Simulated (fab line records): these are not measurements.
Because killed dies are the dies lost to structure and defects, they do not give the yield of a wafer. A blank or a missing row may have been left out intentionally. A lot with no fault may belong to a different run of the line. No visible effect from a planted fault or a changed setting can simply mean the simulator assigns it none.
Which tool was responsible? | flow n5 finfet | 6 lots, 17 wafers sampled, at 2 steps of a route of 1938

WHAT THE GAUGES SHOWED, per wafer
N5_PASSIVATION_INSPECT_61: inspects for defects (macro).
lot  | measured     | on                | raw defect count
L766 | day 13 04:44 | defect inspect-02 | 5 2 1
L769 | day 13 06:49 | defect inspect-01 | 1 2 1
L770 | day 13 16:05 | defect inspect-02 | 1 2
L772 | day 15 05:07 | defect inspect-02 | 3 1 3
L779 | day 16 12:49 | defect inspect-01 | 4 1 0
L786 | day 18 02:26 | defect inspect-01 | 2 3 1

WHICH TOOL RAN EACH LOT (tool, then ch and the chambers of the sampled wafers, then the start)
lot  | N5_MIM_BOT_LITHO_DESCUM_10
L766 | rie diel-06 ch 0,2, day 13 03:15
L769 | rie diel-06 ch 1,3, day 13 03:40
L770 | rie diel-02 ch 0,1, day 13 14:23
L772 | rie diel-06 ch 0,3, day 15 00:01
L779 | rie diel-02 ch 1,2,3, day 16 10:52
L786 | rie diel-02 ch 0,2,3, day 17 23:52
- N5_MIM_BOT_LITHO_DESCUM_10: chemistry O2, time 7.9 s.

THE ANSWER, worked out from the rows above alone
Rule: usual is defined by the lots themselves. The widest of any qualifying gaps counts: lots, ordered by their means at a reading, are off when they make up no more than a third of the lots, leave a main group of 4 or more, and stand apart from it by 3 or more times the standard deviation of that group's means. Not used: any main group whose means are identical at the precision the tables above print for the reading. A lot without any number at a reading at which 4 lots or more have one is off too. Where the step has rows for the other lots, those lots are counted as sound.
Nothing can be told from this: no lot is off at any reading shown.

WHAT THE SIMULATOR PUT IN
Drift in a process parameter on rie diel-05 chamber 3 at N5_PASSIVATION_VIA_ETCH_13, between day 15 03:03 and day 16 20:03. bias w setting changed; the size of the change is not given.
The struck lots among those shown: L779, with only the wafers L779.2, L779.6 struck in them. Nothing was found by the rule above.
